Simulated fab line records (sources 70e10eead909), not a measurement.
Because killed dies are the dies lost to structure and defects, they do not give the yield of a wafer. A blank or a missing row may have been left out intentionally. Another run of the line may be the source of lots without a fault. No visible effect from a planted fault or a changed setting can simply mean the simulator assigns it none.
Matching of chambers :: flow nand harc :: NHARC_A_BONDPAD_CMP_29 on cmp-02 has 4 sister chambers
The step polishes SiCN, target thk 200 nm. 8 wafers are shown with their chamber, then 7 later ones without.

== WAFERS PAIRED WITH THEIR CHAMBERS ==
wafer: L075.3
chamber: 1
motor current A (A): 12.8

wafer: L076.1
chamber: 2
motor current A (A): 11.3

wafer: L076.2
chamber: 1
motor current A (A): 12.6

wafer: L076.3
chamber: 0
motor current A (A): 11.2

wafer: L082.1
chamber: 2
motor current A (A): 11.3

wafer: L082.4
chamber: 0
motor current A (A): 11.3

wafer: L085.2
chamber: 3
motor current A (A): 12.4

wafer: L085.5
chamber: 3
motor current A (A): 12.9

== WAFERS WITH NO CHAMBER GIVEN ==
wafer: L085.6
motor current A (A): 11.4

wafer: L086.2
motor current A (A): 11.9

wafer: L086.4
motor current A (A): 13.3

wafer: L086.5
motor current A (A): 11.3

wafer: L088.3
motor current A (A): 12.8

wafer: L088.4
motor current A (A): 11.2

wafer: L088.6
motor current A (A): 12.2

== EACH ONE'S CHAMBER ==
wafer: L085.6
from the rows above: can't be placed: 2 or 0
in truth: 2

wafer: L086.2
from the rows above: can't be placed: 2 or 0 or 3 or 1
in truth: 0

wafer: L086.4
from the rows above: can't be placed: 1 or 3
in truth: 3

wafer: L086.5
from the rows above: can't be placed: 2 or 0
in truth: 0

wafer: L088.3
from the rows above: can't be placed: 1 or 3
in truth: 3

wafer: L088.4
from the rows above: can't be placed: 0 or 2
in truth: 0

wafer: L088.6
from the rows above: can't be placed: 3 or 1
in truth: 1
Correct placement for 0 of the 7. Unplaceable from these rows: 7, with the true chamber sitting among the candidates in 7. Number placed wrongly: 0.
How it was worked out, from the rows above alone: a wafer's distance from a chamber is the root of the sum, over the readings, of the square of ((its reading less the chamber's mean) divided by the reading's scatter). If the next closest chamber is less than 2 further off than the closest, the wafer can't be placed; otherwise it belongs to the closest. For every chamber, the mean is computed from those of its wafers that are shown. The scatter: the root of (the sum of the squares of (reading less its chamber's mean) over the shown wafers, divided by (wafers less chambers)).
